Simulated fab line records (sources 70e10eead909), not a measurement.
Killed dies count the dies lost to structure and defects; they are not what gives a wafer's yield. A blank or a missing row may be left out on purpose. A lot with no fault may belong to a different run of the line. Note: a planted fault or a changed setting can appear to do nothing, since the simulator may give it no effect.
Matching of chambers -- flow nandHarc -- NHARC_A_STAIRCASE_CMP_472 on cmp-04 has 4 sister chambers
The step polishes SiO2. 4 wafers are shown with their chamber, then 8 later ones without.

EACH WAFER AND ITS CHAMBER
wafer,chamber,motorCurrentA (A)
L080.1,0,10.6
L080.2,2,13.4
L080.4,3,10.7
L087.4,1,12.5

WAFERS WITHOUT THEIR CHAMBER
wafer,motorCurrentA (A)
L087.5,12.7
L087.6,12.8
L087.1,13.2
L087.2,10.9
L087.3,10.6
L090.1,10.8
L090.2,11.7
L090.5,10.7

WHICH CHAMBER EACH ONE RAN IN
wafer,from the rows above,in truth
L087.5,can't be placed: 1 or 2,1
L087.6,can't be placed: 1 or 2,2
L087.1,can't be placed: 2 or 1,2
L087.2,can't be placed: 3 or 0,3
L087.3,can't be placed: 0 or 3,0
L090.1,can't be placed: 3 or 0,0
L090.2,can't be placed: 1 or 3 or 0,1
L090.5,can't be placed: 3 or 0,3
Correctly placed: 0 of 8. These rows do not allow placing 8 (true chamber among the candidates in 8). Wrongly placed: 0.
How it was worked out, from the rows above alone: a wafer's distance from a chamber is the root of the sum, over the readings, of the square of ((its reading less the chamber's mean) divided by the reading's scatter). The wafer belongs to the nearest chamber; if the next one is less than 2 further off, it can't be placed. The mean given for a chamber averages the wafers shown for that chamber. The scatter: root of mean squared gap, hidden wafer to nearest shown wafer, with one shown wafer a chamber.
